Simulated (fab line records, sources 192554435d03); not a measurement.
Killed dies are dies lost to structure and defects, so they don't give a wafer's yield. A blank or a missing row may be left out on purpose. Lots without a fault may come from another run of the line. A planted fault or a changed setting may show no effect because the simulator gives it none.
Chamber matching | flow n5_finfet | N5_BEOL_M0_ALD_136 on ald_metal-03: 4 sister chambers
The step deposits TaN, pulse time 2 s, purge time 3 s, co reactant purge time 2 s. 4 wafers are shown with their chamber, then 7 later ones without.

WAFERS WITH THEIR CHAMBER
wafer  | chamber | heater_power_w (W)
L076.6 | 2       | 388
L078.4 | 1       | 492
L087.2 | 0       | 398
L087.4 | 3       | 402

WAFERS WITHOUT THEIR CHAMBER
wafer  | heater_power_w (W)
L087.6 | 383
L089.1 | 381
L089.2 | 386
L089.3 | 494
L092.2 | 401
L092.4 | 384
L092.6 | 399

WHICH CHAMBER EACH WENT THROUGH
wafer  | from the rows above     | in truth
L087.6 | 2                       | 2
L089.1 | 2                       | 2
L089.2 | 2                       | 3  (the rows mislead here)
L089.3 | 1                       | 1
L092.2 | can't be placed: 3 or 0 | 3
L092.4 | 2                       | 2
L092.6 | can't be placed: 0 or 3 | 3
Placed correctly: 4 of 7. Can't be placed from these rows: 2 (the true chamber is among the candidates in 2). Placed wrongly: 1.
How it was worked out, from the rows above alone: a wafer's distance from a chamber is the root of the sum, over the readings, of the square of ((its reading less the chamber's mean) divided by the reading's scatter). The wafer belongs to the nearest chamber; if the next one is less than 2 further off, it can't be placed. A chamber's mean is the mean of its shown wafers. The scatter: with one shown wafer a chamber, the root of the mean of the squares of how far each hidden wafer lies from its nearest shown one.
